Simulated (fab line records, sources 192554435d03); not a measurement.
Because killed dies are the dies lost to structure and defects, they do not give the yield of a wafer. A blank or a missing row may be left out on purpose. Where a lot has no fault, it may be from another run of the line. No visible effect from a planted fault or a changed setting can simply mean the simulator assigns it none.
The tool behind it: which one?	flow n5_finfet	Sampling: 24 lots, 72 wafers, 6 of 1938 route steps

## WHAT EACH GAUGE READ, for each wafer
Not one reading of a measure or inspect step in the record can be checked against a usual standard deviation.

## TOOL THAT RAN EACH LOT (tool first, then ch and the chambers of the sampled wafers, then the start)
lot	N5_BEOL_M1_TRENCH_ETCH_37	N5_BEOL_M1_ETCH_41	N5_BEOL_M1_SPUTTER_86	N5_BEOL_M1_SPUTTER_88	N5_BEOL_M1_CO_CAP_55	N5_BEOL_M2_PECVD_72
L074	rie_diel-06 ch 0,2, day 6 15:25 or earlier	rie_diel-06 ch 0,2, day 6 15:25 or earlier	pvd_sputter-02, day 6 15:25	pvd_sputter-02, day 6 15:38	cvd_co-01 ch 0,1,2, day 6 17:22	pecvd-01 ch 0,1,2, day 6 17:43
L075	rie_diel-02 ch 0,3, day 6 19:17 or earlier	rie_diel-02 ch 0,3, day 6 19:17 or earlier	pvd_sputter-03, day 6 19:17	pvd_sputter-03, day 6 19:31	cvd_co-02 ch 0,1,2, day 6 21:19	pecvd-02 ch 0,1,2, day 6 21:40
L076	rie_diel-02 ch 0,2,3, day 6 21:25 or earlier	rie_diel-02 ch 0,2,3, day 6 21:25 or earlier	pvd_sputter-01, day 6 21:25	pvd_sputter-01, day 6 21:38	cvd_co-02 ch 0,1,2, day 6 23:40	pecvd-01 ch 0,1,2, day 7 00:02
L077	rie_diel-05 ch 2,3, day 7 09:41 or earlier	rie_diel-05 ch 2,3, day 7 09:41 or earlier	pvd_sputter-03, day 7 09:41	pvd_sputter-03, day 7 09:55	cvd_co-01 ch 0,1,2, day 7 11:40	pecvd-01 ch 1,2, day 7 12:01
L078	rie_diel-06 ch 0,1,3, day 7 10:46 or earlier	rie_diel-06 ch 0,1,3, day 7 10:46 or earlier	pvd_sputter-02, day 7 10:46	pvd_sputter-02, day 7 10:59	cvd_co-02 ch 0,1,2, day 7 12:45	pecvd-04 ch 0,1,2, day 7 13:06
L080	rie_diel-05 ch 0,1,3, day 8 06:29 or earlier	rie_diel-05 ch 0,1,3, day 8 06:29 or earlier	pvd_sputter-02, day 8 06:29	pvd_sputter-02, day 8 06:42	cvd_co-01 ch 0,1, day 8 08:26	pecvd-04 ch 0,1,2, day 8 08:47
L079	rie_diel-02 ch 1,2, day 8 07:22 or earlier	rie_diel-02 ch 1,2, day 8 07:22 or earlier	pvd_sputter-01, day 8 07:22	pvd_sputter-01, day 8 07:35	cvd_co-01 ch 0,2, day 8 09:20	pecvd-01 ch 0,1,2, day 8 09:41
L082	rie_diel-05 ch 0,2,3, day 8 10:50 or earlier	rie_diel-05 ch 0,2,3, day 8 10:50 or earlier	pvd_sputter-03, day 8 10:50	pvd_sputter-03, day 8 11:04	cvd_co-01 ch 1,2, day 8 12:50	pecvd-02 ch 0,2, day 8 13:12
L081	rie_diel-02 ch 0,1,2, day 8 10:58 or earlier	rie_diel-02 ch 0,1,2, day 8 10:58 or earlier	pvd_sputter-02, day 8 10:58	pvd_sputter-02, day 8 11:11	cvd_co-02 ch 0,2, day 8 12:55	pecvd-04 ch 0,1, day 8 13:16
L083	rie_diel-05 ch 0,1,2, day 8 13:43 or earlier	rie_diel-05 ch 0,1,2, day 8 13:43 or earlier	pvd_sputter-01, day 8 13:43	pvd_sputter-01, day 8 13:56	cvd_co-02 ch 1,2, day 8 15:41	pecvd-01 ch 1,2, day 8 16:02
L084	rie_diel-02 ch 0,1, day 8 22:01 or earlier	rie_diel-02 ch 0,1, day 8 22:01 or earlier	pvd_sputter-01, day 8 22:01	pvd_sputter-01, day 8 22:16	cvd_co-01 ch 1,2, day 9 00:05	pecvd-04 ch 1,2, day 9 00:27
L085	rie_diel-02 ch 0,2,3, day 9 15:06 or earlier	rie_diel-02 ch 0,2,3, day 9 15:06 or earlier	pvd_sputter-02, day 9 15:06	pvd_sputter-02, day 9 15:19	cvd_co-01 ch 1,2, day 9 17:07	pecvd-02 ch 0,1,2, day 9 17:29
L087	rie_diel-05 ch 0,1,2, day 9 18:46 or earlier	rie_diel-05 ch 0,1,2, day 9 18:46 or earlier	pvd_sputter-01, day 9 18:46	pvd_sputter-01, day 9 18:59	cvd_co-02 ch 0,1,2, day 9 20:59	pecvd-02 ch 0,1, day 9 21:22
L086	rie_diel-06 ch 1,2, day 10 00:57 or earlier	rie_diel-06 ch 1,2, day 10 00:57 or earlier	pvd_sputter-03, day 10 00:57	pvd_sputter-03, day 10 01:10	cvd_co-02 ch 0,1, day 10 06:03	pecvd-02 ch 0,2, day 10 06:29
L088	rie_diel-02 ch 0,2,3, day 10 04:33 or earlier	rie_diel-02 ch 0,2,3, day 10 04:33 or earlier	pvd_sputter-02, day 10 04:33	pvd_sputter-02, day 10 04:46	cvd_co-01 ch 0,1, day 10 06:44	pecvd-04 ch 0,1,2, day 10 07:08
L089	rie_diel-06 ch 0,1,2, day 10 06:52 or earlier	rie_diel-06 ch 0,1,2, day 10 06:52 or earlier	pvd_sputter-03, day 10 06:52	pvd_sputter-03, day 10 07:05	cvd_co-02 ch 0,1,2, day 10 08:50	pecvd-01 ch 0,1, day 10 09:13
L090	rie_diel-02 ch 1,2,3, day 10 12:26 or earlier	rie_diel-02 ch 1,2,3, day 10 12:26 or earlier	pvd_sputter-02, day 10 12:26	pvd_sputter-02, day 10 12:39	cvd_co-01 ch 0,2, day 10 14:24	pecvd-04 ch 1,2, day 10 14:48
L091	rie_diel-05 ch 0,3, day 10 17:14 or earlier	rie_diel-05 ch 0,3, day 10 17:14 or earlier	pvd_sputter-02, day 10 17:14	pvd_sputter-02, day 10 17:27	cvd_co-01 ch 0,1,2, day 10 19:14	pecvd-01 ch 0,1, day 10 19:35
L092	rie_diel-02 ch 0,1,3, day 11 00:41 or earlier	rie_diel-02 ch 0,1,3, day 11 00:41 or earlier	pvd_sputter-01, day 11 00:41	pvd_sputter-01, day 11 00:55	cvd_co-02 ch 0,1, day 11 02:40	pecvd-04 ch 1,2, day 11 03:01
L093	rie_diel-05 ch 0,1,2, day 11 06:06 or earlier	rie_diel-05 ch 0,1,2, day 11 06:06 or earlier	pvd_sputter-03, day 11 06:06	pvd_sputter-03, day 11 06:19	cvd_co-02 ch 0,1,2, day 11 08:04	pecvd-02 ch 0,1,2, day 11 08:25
L094	rie_diel-05 ch 0,1,3, day 11 09:05 or earlier	rie_diel-05 ch 0,1,3, day 11 09:05 or earlier	pvd_sputter-01, day 11 09:05	pvd_sputter-01, day 11 09:18	cvd_co-01 ch 0,1,2, day 11 11:02	pecvd-02 ch 0,1, day 11 11:23
L095	rie_diel-06 ch 1,2,3, day 11 12:16 or earlier	rie_diel-06 ch 1,2,3, day 11 12:16 or earlier	pvd_sputter-02, day 11 12:16	pvd_sputter-02, day 11 12:29	cvd_co-02 ch 0,1,2, day 11 14:14	pecvd-02 ch 0,1, day 11 14:35
L096	rie_diel-02 ch 0,1,3, day 11 16:55 or earlier	rie_diel-02 ch 0,1,3, day 11 16:55 or earlier	pvd_sputter-02, day 11 16:55	pvd_sputter-02, day 11 17:08	cvd_co-02 ch 1,2, day 11 19:01	pecvd-02 ch 1,2, day 11 19:22
L097	rie_diel-05 ch 1,2,3, day 12 15:04 or earlier	rie_diel-05 ch 1,2,3, day 12 15:04 or earlier	pvd_sputter-01, day 12 15:04	pvd_sputter-01, day 12 15:17	cvd_co-01 ch 0,1,2, day 12 17:07	pecvd-01 ch 0,1,2, day 12 17:28
- N5_BEOL_M1_TRENCH_ETCH_37: etches SiOC in C4F6/O2, target depth 55.207 nm, time 29 s.
- N5_BEOL_M1_ETCH_41: etches SiCN in CH3F/O2, target depth 31.9 nm, time 57.8 s.
- N5_BEOL_M1_SPUTTER_86: material Cu, target thk 4.5 nm, time 8.29 s.
- N5_BEOL_M1_SPUTTER_88: material Cu, target thk 4.5 nm, time 8.29 s.
- N5_BEOL_M1_CO_CAP_55: material Co, precursor CCTBA/H2, target thk 2 nm, time 102.1 s.
- N5_BEOL_M2_PECVD_72: deposits SiO2 from TEOS/O2, target thk 16 nm, time 18 s.

## WHAT THE TOOLS THEMSELVES READ (means of the sampled wafers that have a number; where no wafer has one, the mark that the record gives instead)
N5_BEOL_M1_TRENCH_ETCH_37. Usual: drypump_motor_current_A 5.8 A, standard deviation 0.34; oes_product_au 0.78 a.u., standard deviation 0.071; rf_vpp_V 659 V, standard deviation 19; showerhead_plenum_p_Torr 2.81 Torr, standard deviation 0.12; throttle_valve_pct 20.8 %, standard deviation 0.31.
lot	tool	drypump_motor_current_A (A)	oes_product_au (a.u.)	rf_vpp_V (V)	showerhead_plenum_p_Torr (Torr)	throttle_valve_pct (%)	flag
L074	rie_diel-06	5.8	0.80	657	2.95	20.7	
L075	rie_diel-02	5.6	0.79	644	2.81	20.7	
L076	rie_diel-02	5.7	0.82	658	2.87	20.8	
L077	rie_diel-05	5.9	0.77	685	2.87	21.0	
L078	rie_diel-06	6.2	0.86	654	2.79	20.7	
L080	rie_diel-05	5.7	0.79	671	2.83	21.1	
L079	rie_diel-02	5.8	0.79	664	2.90	20.8	
L082	rie_diel-05	5.8	0.80	672	2.80	20.8	
L081	rie_diel-02	5.6	0.76	650	2.83	20.8	
L083	rie_diel-05	5.7	0.79	653	2.71	20.8	
L084	rie_diel-02	5.8	0.72	641	2.72	20.7	
L085	rie_diel-02	5.7	0.80	657	2.86	20.8	
L087	rie_diel-05	5.7	0.79	654	2.71	20.8	
L086	rie_diel-06	5.7	0.71	661	2.80	21.0	
L088	rie_diel-02	5.7	0.80	657	2.86	20.8	
L089	rie_diel-06	5.9	0.77	657	2.85	20.9	
L090	rie_diel-02	6.0	0.79	662	2.82	20.8	
L091	rie_diel-05	5.8	0.79	689	2.91	21.0	
L092	rie_diel-02	5.8	0.76	649	2.75	20.8	
L093	rie_diel-05	5.7	0.77	653	2.71	20.8	
L094	rie_diel-05	5.6	0.77	670	2.82	21.1	
L095	rie_diel-06	5.9	0.78	657	2.82	20.8	
L096	rie_diel-02	5.8	0.76	648	2.75	20.7	
L097	rie_diel-05	5.8	0.72	667	2.77	21.1	

N5_BEOL_M1_ETCH_41. Usual: drypump_motor_current_A 5.8 A, standard deviation 0.34; oes_product_au 0.79 a.u., standard deviation 0.071; rf_vpp_V 296.8 V, standard deviation 2; showerhead_plenum_p_Torr 1.97 Torr, standard deviation 0.085; throttle_valve_pct 16.30 %, standard deviation 0.29.
lot	tool	drypump_motor_current_A (A)	oes_product_au (a.u.)	rf_vpp_V (V)	showerhead_plenum_p_Torr (Torr)	throttle_valve_pct (%)	flag
L074	rie_diel-06	5.8	0.81	298.8	2.07	16.16	
L075	rie_diel-02	5.6	0.79	298.1	1.97	16.17	
L076	rie_diel-02	5.7	0.82	298.0	2.02	16.20	
L077	rie_diel-05	6.0	0.76	298.0	2.02	16.47	
L078	rie_diel-06	6.1	0.86	296.9	1.96	16.16	
L080	rie_diel-05	5.7	0.79	296.9	1.99	16.49	
L079	rie_diel-02	5.8	0.80	297.8	2.04	16.30	
L082	rie_diel-05	5.8	0.80	296.9	1.97	16.22	
L081	rie_diel-02	5.7	0.77	297.5	1.99	16.28	
L083	rie_diel-05	5.7	0.79	295.5	1.90	16.27	
L084	rie_diel-02	5.7	0.72	296.0	1.92	16.26	
L085	rie_diel-02	5.7	0.81	297.4	2.01	16.25	
L087	rie_diel-05	5.6	0.79	295.7	1.90	16.29	
L086	rie_diel-06	5.7	0.71	296.6	1.96	16.48	
L088	rie_diel-02	5.7	0.80	297.9	2.01	16.25	
L089	rie_diel-06	5.9	0.76	297.8	2.00	16.36	
L090	rie_diel-02	6.0	0.78	296.3	1.98	16.27	
L091	rie_diel-05	5.8	0.79	298.4	2.04	16.46	
L092	rie_diel-02	5.8	0.76	296.6	1.93	16.25	
L093	rie_diel-05	5.7	0.77	294.8	1.90	16.29	
L094	rie_diel-05	5.6	0.77	297.1	1.98	16.52	
L095	rie_diel-06	5.9	0.78	296.8	1.98	16.21	
L096	rie_diel-02	5.8	0.75	295.3	1.93	16.27	
L097	rie_diel-05	5.8	0.72	295.6	1.94	16.58	

N5_BEOL_M1_SPUTTER_86. Usual: throttle_valve_pct at 30.5 %, with a standard deviation of 0.96.
lot	tool	throttle_valve_pct (%)	flag
L074	pvd_sputter-02	30.6	
L075	pvd_sputter-03	30.5	
L076	pvd_sputter-01	30.3	
L077	pvd_sputter-03	30.2	
L078	pvd_sputter-02	30.5	
L080	pvd_sputter-02	31.0	
L079	pvd_sputter-01	30.7	
L082	pvd_sputter-03	30.2	
L081	pvd_sputter-02	30.4	
L083	pvd_sputter-01	30.5	
L084	pvd_sputter-01	30.2	
L085	pvd_sputter-02	31.5	
L087	pvd_sputter-01	30.4	
L086	pvd_sputter-03	30.7	
L088	pvd_sputter-02	30.4	
L089	pvd_sputter-03	29.9	
L090	pvd_sputter-02	30.5	
L091	pvd_sputter-02	31.6	
L092	pvd_sputter-01	30.2	
L093	pvd_sputter-03	30.7	
L094	pvd_sputter-01	30.3	
L095	pvd_sputter-02	29.7	
L096	pvd_sputter-02	30.7	
L097	pvd_sputter-01	30.3	

N5_BEOL_M1_SPUTTER_88. Usual: throttle_valve_pct at 30.4 %, with a standard deviation of 0.95.
lot	tool	throttle_valve_pct (%)	flag
L074	pvd_sputter-02	30.5	
L075	pvd_sputter-03	30.3	
L076	pvd_sputter-01	30.1	
L077	pvd_sputter-03	30.2	
L078	pvd_sputter-02	30.3	
L080	pvd_sputter-02	31.1	
L079	pvd_sputter-01	30.7	
L082	pvd_sputter-03	30.3	
L081	pvd_sputter-02	30.3	
L083	pvd_sputter-01	30.4	
L084	pvd_sputter-01	30.3	
L085	pvd_sputter-02	31.3	
L087	pvd_sputter-01	30.3	
L086	pvd_sputter-03	30.7	
L088	pvd_sputter-02	30.5	
L089	pvd_sputter-03	30.0	
L090	pvd_sputter-02	30.6	
L091	pvd_sputter-02	31.5	
L092	pvd_sputter-01	30.3	
L093	pvd_sputter-03	30.7	
L094	pvd_sputter-01	30.2	
L095	pvd_sputter-02	29.9	
L096	pvd_sputter-02	30.4	
L097	pvd_sputter-01	30.1	

N5_BEOL_M1_CO_CAP_55. Usual: heater_power_outer_w 125 W, standard deviation 14; heater_power_w 238 W, standard deviation 22.
lot	tool	heater_power_outer_w (W)	heater_power_w (W)	flag
L074	cvd_co-01	124	242	
L075	cvd_co-02	126	236	
L076	cvd_co-02	124	235	
L077	cvd_co-01	124	237	
L078	cvd_co-02	127	237	
L080	cvd_co-01	127	242	
L079	cvd_co-01	109	217	
L082	cvd_co-01	134	257	
L081	cvd_co-02	124	230	
L083	cvd_co-02	119	227	
L084	cvd_co-01	119	238	
L085	cvd_co-01	119	236	
L087	cvd_co-02	124	235	
L086	cvd_co-02	132	250	
L088	cvd_co-01	137	262	
L089	cvd_co-02	127	233	
L090	cvd_co-01	110	216	
L091	cvd_co-01	123	239	
L092	cvd_co-02	126	239	
L093	cvd_co-02	127	234	
L094	cvd_co-01	124	241	
L095	cvd_co-02	126	236	
L096	cvd_co-02	119	226	
L097	cvd_co-01	124	240	

N5_BEOL_M2_PECVD_72. Usual: heater_power_outer_w 416 W, standard deviation 61; heater_power_w 697 W, standard deviation 80; showerhead_plenum_p_Torr 8.74 Torr, standard deviation 0.083; throttle_valve_pct 22.6 %, standard deviation 1.1.
lot	tool	heater_power_outer_w (W)	heater_power_w (W)	showerhead_plenum_p_Torr (Torr)	throttle_valve_pct (%)	flag
L074	pecvd-01	460	742	8.71	22.4	
L075	pecvd-02	367	671	8.72	22.4	
L076	pecvd-01	452	733	8.72	22.4	
L077	pecvd-01	515	842	8.70	23.0	
L078	pecvd-04	396	651	8.77	22.8	
L080	pecvd-04	415	691	8.78	22.9	
L079	pecvd-01	487	773	8.72	22.6	
L082	pecvd-02	406	713	8.68	22.3	
L081	pecvd-04	458	691	8.77	23.9	
L083	pecvd-01	502	821	8.71	23.0	
L084	pecvd-04	395	692	8.77	21.9	
L085	pecvd-02	409	701	8.73	22.5	
L087	pecvd-02	360	639	8.79	22.9	
L086	pecvd-02	407	733	8.74	23.1	
L088	pecvd-04	361	609	8.77	23.0	
L089	pecvd-01	454	701	8.74	22.0	
L090	pecvd-04	337	637	8.77	21.8	
L091	pecvd-01	406	633	8.73	22.2	
L092	pecvd-04	355	635	8.86	21.8	
L093	pecvd-02	394	697	8.74	22.6	
L094	pecvd-02	369	661	8.78	23.3	
L095	pecvd-02	349	609	8.76	22.6	
L096	pecvd-02	423	728	8.65	21.5	
L097	pecvd-01	465	747	8.72	21.8	

## THE ANSWER, worked out from the rows above alone
Rule: a lot counts as off when the mean over its wafers that have a number is more than 3 standard deviations away from the usual mean. A lot without any number at a reading at which 4 lots or more have one is off too. All remaining lots with rows at the step are treated as sound. The gauges are gone through in route order, then the tools' own readings, and for those a lot's mean is taken as printed above. The first step at which some lot is off is used, and at that step the reading that is off furthest; a lot without a number counts as furthest.
Across all readings shown, no lot is off: no conclusion can be drawn from this.

## WHAT WAS PUT IN BY THE SIMULATOR
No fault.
